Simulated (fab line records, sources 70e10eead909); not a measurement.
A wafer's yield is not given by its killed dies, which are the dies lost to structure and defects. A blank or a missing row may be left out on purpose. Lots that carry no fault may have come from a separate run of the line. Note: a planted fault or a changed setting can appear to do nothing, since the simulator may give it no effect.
The tool behind it: which one? + flow nand harc + 9 lots, 25 wafers sampled, at 9 steps of a route of 1302

WHAT THE GAUGES READ, wafer by wafer
NHARC_A_ONON_D2_THK_MEAS_14: measures by ellipsometry.
| lot  | measured     | on            | thk nm (nm)    |
|------|--------------|---------------|----------------|
| L189 | day 12 08:00 | film metro-01 | 1022 1024 1024 |
| L192 | day 14 03:00 | film metro-02 | 1003 1005 1006 |
| L194 | day 14 21:36 | film metro-02 | 1022 1023 1021 |
| L196 | day 15 02:41 | film metro-02 | 979 978        |
| L198 | day 16 04:22 | film metro-01 | 999 998        |
| L205 | day 18 23:20 | film metro-02 | 995 995 995    |
| L206 | day 19 17:19 | film metro-02 | 1001 1001 1000 |
| L211 | day 21 11:19 | film metro-02 | 1001 1001 1003 |
| L212 | day 22 16:02 | film metro-01 | 1002 1002 1002 |

NHARC_A_CHANNEL_HOLE_D2_CD_MEAS_10: the cd target is 100 nm.
| lot  | measured     | on        | cd nm (nm)        |
|------|--------------|-----------|-------------------|
| L189 | day 12 20:47 | cd sem-03 | 101.1 101.5 101.2 |
| L192 | day 14 16:01 | cd sem-02 | 101.0 100.5 100.1 |
| L194 | day 15 11:27 | cd sem-01 | 100.8 100.0 100.4 |
| L196 | day 15 17:04 | cd sem-01 | 100.0 106.8       |
| L198 | day 16 20:38 | cd sem-01 | 99.7 106.9        |
| L205 | day 19 14:41 | cd sem-03 | 100.1 100.0 100.2 |
| L206 | day 20 09:01 | cd sem-01 | 100.4 101.0 100.7 |
| L211 | day 22 02:20 | cd sem-01 | 99.8 99.8 100.0   |
| L212 | day 23 05:18 | cd sem-02 | 100.4 100.8 100.2 |

NHARC_A_CHANNEL_HOLE_D2_CD_MEAS_31.
| lot  | measured     | on        | cd nm (nm)     |
|------|--------------|-----------|----------------|
| L189 | day 13 03:43 | cd sem-01 | 90.8 91.5 91.8 |
| L192 | day 15 01:24 | cd sem-03 | 89.7 88.2 88.8 |
| L194 | day 15 18:49 | cd sem-01 | 91.0 87.4 90.1 |
| L196 | day 16 03:09 | cd sem-01 | 93.5 98.3      |
| L198 | day 17 06:52 | cd sem-01 | 91.4 97.7      |
| L205 | day 19 22:25 | cd sem-01 | 88.1 89.1 90.8 |
| L206 | day 20 15:56 | cd sem-03 | 91.1 92.2 89.7 |
| L211 | day 22 17:25 | cd sem-02 | 90.3 87.7 90.2 |
| L212 | day 23 15:38 | cd sem-01 | 89.1 89.5 89.5 |

NHARC_END_WLT_00.
| lot  | measured     | on        | VT_DECK1_BOTTOM   | VT_DECK1_BOTTOM_INNER | VT_DECK1_MEDIAN_NEAR_BOTTOM | VT_DECK1_MEDIAN_NEAR_BOTTOM_INNER | VT_DECK1_MIDDLE   | VT_DECK1_MIDDLE_INNER | VT_DECK1_TOP      | VT_DECK1_TOP_INNER | VT_DECK2_BOTTOM   | VT_DECK2_BOTTOM_INNER | VT_DECK2_MEDIAN_NEAR_BOTTOM | VT_DECK2_MEDIAN_NEAR_BOTTOM_INNER | VT_DECK2_MIDDLE   | VT_DECK2_MIDDLE_INNER | VT_DECK2_TOP      | VT_DECK2_TOP_INNER |
|------|--------------|-----------|-------------------|-----------------------|-----------------------------|-----------------------------------|-------------------|-----------------------|-------------------|--------------------|-------------------|-----------------------|-----------------------------|-----------------------------------|-------------------|-----------------------|-------------------|--------------------|
| L189 | day 23 21:22 | prober-01 | 0.894 0.878 0.874 | 0.885 0.881 0.882     | 0.890 0.881 0.880           | 0.881 0.872 0.877                 | 0.892 0.891 0.889 | 0.897 0.896 0.882     | 0.907 0.902 0.912 | 0.893 0.905 0.900  | 0.878 0.873 0.877 | 0.880 0.867 0.882     | 0.885 0.877 0.876           | 0.878 0.878 0.877                 | 0.885 0.896 0.892 | 0.890 0.892 0.889     | 0.912 0.906 0.904 | 0.913 0.893 0.903  |
| L192 | day 25 13:24 | prober-01 | 0.869 0.876 0.877 | 0.882 0.877 0.872     | 0.877 0.874 0.878           | 0.882 0.878 0.884                 | 0.892 0.885 0.887 | 0.897 0.889 0.889     | 0.906 0.904 0.902 | 0.902 0.914 0.901  | 0.857 0.857 0.856 | 0.846 0.854 0.853     | 0.858 0.852 0.857           | 0.851 0.851 0.857                 | 0.866 0.869 0.859 | 0.871 0.866 0.870     | 0.889 0.878 0.880 | 0.878 0.877 0.877  |
| L194 | day 27 00:31 | prober-02 | 0.865 0.874 0.876 | 0.881 0.874 0.877     | 0.871 0.869 0.875           | 0.869 0.876 0.877                 | 0.894 0.887 0.886 | 0.874 0.878 0.880     | 0.891 0.894 0.899 | 0.900 0.892 0.904  | 0.867 0.860 0.867 | 0.864 0.855 0.866     | 0.873 0.861 0.872           | 0.866 0.868 0.872                 | 0.889 0.878 0.879 | 0.885 0.878 0.887     | 0.898 0.894 0.904 | 0.891 0.893 0.894  |
| L196 | day 27 09:20 | prober-02 | 0.869 0.875       | 0.871 0.874           | 0.873 0.882                 | 0.884 0.873                       | 0.887 0.887       | 0.884 0.887           | 0.903 0.896       | 0.892 0.897        | 0.885 0.894       | 0.886 0.901           | 0.884 0.899                 | 0.885 0.902                       | 0.892 0.912       | 0.890 0.912           | 0.900 0.915       | 0.899 0.923        |
| L198 | day 28 00:01 | prober-02 | 0.874 0.870       | 0.871 0.870           | 0.870 0.865                 | 0.868 0.860                       | 0.877 0.868       | 0.879 0.871           | 0.888 0.884       | 0.880 0.884        | 0.862 0.883       | 0.874 0.888           | 0.873 0.898                 | 0.868 0.884                       | 0.886 0.896       | 0.881 0.895           | 0.886 0.907       | 0.890 0.909        |
| L205 | day 30 10:58 | prober-02 | 0.873 0.883 0.866 | 0.879 0.870 0.869     | 0.871 0.883 0.880           | 0.877 0.888 0.873                 | 0.889 0.896 0.890 | 0.878 0.892 0.888     | 0.909 0.899 0.909 | 0.901 0.902 0.900  | 0.875 0.881 0.880 | 0.866 0.876 0.874     | 0.880 0.874 0.876           | 0.868 0.868 0.874                 | 0.883 0.885 0.895 | 0.879 0.888 0.896     | 0.902 0.900 0.909 | 0.898 0.898 0.901  |
| L206 | day 32 00:44 | prober-02 | 0.885 0.869 0.876 | 0.886 0.871 0.872     | 0.884 0.863 0.867           | 0.874 0.870 0.867                 | 0.887 0.887 0.896 | 0.899 0.889 0.884     | 0.900 0.906 0.900 | 0.898 0.900 0.905  | 0.880 0.875 0.873 | 0.872 0.875 0.875     | 0.879 0.879 0.868           | 0.871 0.875 0.869                 | 0.892 0.889 0.883 | 0.898 0.890 0.888     | 0.896 0.896 0.908 | 0.897 0.905 0.903  |
| L211 | day 34 01:32 | prober-02 | 0.869 0.867 0.868 | 0.871 0.866 0.869     | 0.865 0.863 0.872           | 0.867 0.869 0.871                 | 0.881 0.875 0.874 | 0.879 0.871 0.881     | 0.894 0.885 0.891 | 0.887 0.885 0.888  | 0.873 0.868 0.875 | 0.871 0.866 0.878     | 0.869 0.867 0.867           | 0.879 0.869 0.875                 | 0.885 0.878 0.882 | 0.883 0.877 0.876     | 0.886 0.889 0.897 | 0.890 0.895 0.899  |
| L212 | day 34 21:14 | prober-01 | 0.871 0.867 0.865 | 0.860 0.847 0.861     | 0.868 0.861 0.869           | 0.869 0.855 0.863                 | 0.880 0.868 0.882 | 0.882 0.878 0.881     | 0.889 0.891 0.880 | 0.890 0.881 0.889  | 0.870 0.873 0.872 | 0.872 0.865 0.873     | 0.870 0.876 0.873           | 0.869 0.879 0.870                 | 0.886 0.881 0.881 | 0.877 0.882 0.880     | 0.904 0.906 0.897 | 0.890 0.893 0.907  |

NHARC_END_SORT_01.
| lot  | measured     | on        | killed at array | killed at other | killed at periphery | killed dies | killed open | killed short |
|------|--------------|-----------|-----------------|-----------------|---------------------|-------------|-------------|--------------|
| L205 | day 30 16:22 | prober-02 | 70              | 1               | 10                  | 81          | 4           | 6            |

WHICH TOOL RAN EACH LOT (tool, then ch and the chambers of the sampled wafers, then the start)
| lot  | NHARC_A_CHANNEL_HOLE_D2_PEB_08    | NHARC_A_CHANNEL_HOLE_D2_ETCH_38    | NHARC_A_CHANNEL_HOLE_D2_ETCH_16               | NHARC_A_CHANNEL_HOLE_D2_XSEM_32 |
|------|-----------------------------------|------------------------------------|-----------------------------------------------|---------------------------------|
| L189 | litho track-01 ch 0, day 12 20:43 | rie diel-13 ch 0,3, day 12 21:05   | rie diel-13 ch 2,3, day 13 03:43 or earlier   | xsem-02 ch 0, day 13 03:49      |
| L192 | litho track-01 ch 0, day 14 15:57 | rie diel-07 ch 0,2, day 14 16:19   | rie diel-07 ch 1,2, day 15 01:24 or earlier   | xsem-01 ch 0, day 15 01:29      |
| L194 | litho track-01 ch 0, day 15 11:22 | rie diel-02 ch 1,2,3, day 15 12:12 | rie diel-02 ch 0,1,2, day 15 18:49 or earlier | xsem-01 ch 0, day 15 18:54      |
| L196 | litho track-01 ch 0, day 15 16:59 | rie diel-02 ch 0,3, day 15 17:20   | rie diel-02 ch 2,3, day 16 03:09 or earlier   | xsem-02 ch 0, day 16 03:14      |
| L198 | litho track-01 ch 0, day 16 20:33 | rie diel-07 ch 1,3, day 16 20:54   | rie diel-07 ch 1,2, day 17 06:52 or earlier   | xsem-01 ch 0, day 17 06:57      |
| L205 | litho track-06 ch 0, day 19 14:36 | rie diel-02 ch 0,3, day 19 14:58   | rie diel-02 ch 0,2, day 19 22:25 or earlier   | xsem-01 ch 0, day 19 22:31      |
| L206 | litho track-06 ch 0, day 20 08:56 | rie diel-07 ch 0,1,3, day 20 09:17 | rie diel-07 ch 0,2,3, day 20 15:56 or earlier | xsem-02 ch 0, day 20 16:02      |
| L211 | litho track-06 ch 0, day 22 02:16 | rie diel-07 ch 1,2,3, day 22 02:38 | rie diel-07 ch 1,2,3, day 22 17:25 or earlier | xsem-02 ch 0, day 22 17:30      |
| L212 | litho track-01 ch 0, day 23 05:13 | rie diel-02 ch 0,1, day 23 05:35   | rie diel-02 ch 0,1, day 23 15:38 or earlier   | xsem-01 ch 0, day 23 15:43      |
- NHARC_A_CHANNEL_HOLE_D2_PEB_08: peb time 65 s.
- NHARC_A_CHANNEL_HOLE_D2_ETCH_38: etches the open film in CF4, target depth 39 nm, time 65 s.
- NHARC_A_CHANNEL_HOLE_D2_ETCH_16: etches the open film in O2/COS, target depth 3100 nm, time 806 s.
- NHARC_A_CHANNEL_HOLE_D2_XSEM_32

AS READ BY THE TOOLS THEMSELVES (means over the sampled wafers that have a number; for cases with no such wafer, the mark the record gives instead)
NHARC_A_CHANNEL_HOLE_D2_PEB_08.
| lot  | tool           | heater power total W (W) |
|------|----------------|--------------------------|
| L189 | litho track-01 | 156.5                    |
| L192 | litho track-01 | 156.4                    |
| L194 | litho track-01 | 156.6                    |
| L196 | litho track-01 | 156.4                    |
| L198 | litho track-01 | 156.7                    |
| L205 | litho track-06 | 156.4                    |
| L206 | litho track-06 | 156.9                    |
| L211 | litho track-06 | 156.5                    |
| L212 | litho track-01 | 156.9                    |

NHARC_A_CHANNEL_HOLE_D2_ETCH_38.
| lot  | tool        | drypump motor current A (A) | oes product au (a.u.) | rf vpp V (V) | showerhead plenum p Torr (Torr) | throttle valve pct (%) |
|------|-------------|-----------------------------|-----------------------|--------------|---------------------------------|------------------------|
| L189 | rie diel-13 | 5.9                         | 1.002                 | 151.5        | 1.76                            | 13.292                 |
| L192 | rie diel-07 | 4.9                         | 0.993                 | 150.4        | 1.73                            | 13.283                 |
| L194 | rie diel-02 | 5.8                         | 1.003                 | 150.2        | 1.73                            | 13.280                 |
| L196 | rie diel-02 | 5.4                         | 0.996                 | 150.2        | 1.67                            | 13.290                 |
| L198 | rie diel-07 | 5.4                         | 0.998                 | 152.9        | 1.88                            | 13.282                 |
| L205 | rie diel-02 | 5.6                         | 1.011                 | 150.2        | 1.67                            | 13.278                 |
| L206 | rie diel-07 | 5.3                         | 0.995                 | 153.1        | 1.84                            | 13.290                 |
| L211 | rie diel-07 | 5.3                         | 1.006                 | 152.1        | 1.81                            | 13.286                 |
| L212 | rie diel-02 | 5.2                         | 1.004                 | 149.5        | 1.67                            | 13.293                 |

NHARC_A_CHANNEL_HOLE_D2_ETCH_16.
| lot  | tool        | drypump motor current A (A) | oes product au (a.u.) | rf vpp V (V) | showerhead plenum p Torr (Torr) | throttle valve pct (%) |
|------|-------------|-----------------------------|-----------------------|--------------|---------------------------------|------------------------|
| L189 | rie diel-13 | 6.0                         | 1.000                 | 315.8        | 3.22                            | 28.328                 |
| L192 | rie diel-07 | 5.1                         | 1.009                 | 315.8        | 3.23                            | 28.328                 |
| L194 | rie diel-02 | 5.6                         | 1.009                 | 314.1        | 3.04                            | 28.338                 |
| L196 | rie diel-02 | 6.1                         | 1.006                 | 313.6        | 3.06                            | 28.337                 |
| L198 | rie diel-07 | 5.1                         | 1.006                 | 314.7        | 3.17                            | 28.344                 |
| L205 | rie diel-02 | 5.8                         | 0.997                 | 313.0        | 3.10                            | 28.318                 |
| L206 | rie diel-07 | 5.2                         | 0.990                 | 314.6        | 3.14                            | 28.337                 |
| L211 | rie diel-07 | 5.3                         | 1.013                 | 315.0        | 3.20                            | 28.328                 |
| L212 | rie diel-02 | 5.2                         | 1.009                 | 311.8        | 2.95                            | 28.332                 |

NHARC_A_CHANNEL_HOLE_D2_XSEM_32.
| lot  | tool    | bot cd nm (nm) | bow nm (nm) | tilt deg (degrees) |
|------|---------|----------------|-------------|--------------------|
| L189 | xsem-02 | 75.9           | 8.57        | 0.08               |
| L192 | xsem-01 | 73.0           | 8.88        | 0.10               |
| L194 | xsem-01 | 73.9           | 8.63        | 0.06               |
| L196 | xsem-02 | 80.2           | 8.43        | 0.14               |
| L198 | xsem-01 | 78.8           | 8.75        | 0.08               |
| L205 | xsem-01 | 73.8           | 8.15        | 0.05               |
| L206 | xsem-02 | 75.7           | 8.26        | 0.06               |
| L211 | xsem-02 | 74.0           | 8.88        | 0.05               |
| L212 | xsem-01 | 74.6           | 8.87        | 0.05               |

THE ANSWER, worked out from the rows above alone
Rule: what is usual is taken from the lots themselves. The widest of any qualifying gaps counts: lots, ordered by their means at a reading, are off when they make up no more than a third of the lots, leave a main group of 4 or more, and stand apart from it by 3 or more times the standard deviation of that group's means. A main group is skipped when, at the precision printed for the reading in the tables above, its means are all equal. Also off: a lot with no number at a reading for which 4 or more lots have one. All remaining lots with rows at the step are treated as sound. First the gauges in route order, then the tools' own readings, where a lot's mean is used as printed above. The first step at which some lot is off is used, and at that step the reading that is off furthest; a lot without a number counts as furthest.
Off: L196, L198, at NHARC_A_CHANNEL_HOLE_D2_CD_MEAS_10 (cd nm). Mean 100.5 nm and standard deviation 0.41 in the main group.
A tool fits if, at a process step before that reading, it ran every lot that is off, and no sound lot after the first of them. Those tools and the gauges at NHARC_A_CHANNEL_HOLE_D2_CD_MEAS_10 are tried in the same way. Not one of the candidates tried fits.

WHAT THE SIMULATOR HAD INSERTED
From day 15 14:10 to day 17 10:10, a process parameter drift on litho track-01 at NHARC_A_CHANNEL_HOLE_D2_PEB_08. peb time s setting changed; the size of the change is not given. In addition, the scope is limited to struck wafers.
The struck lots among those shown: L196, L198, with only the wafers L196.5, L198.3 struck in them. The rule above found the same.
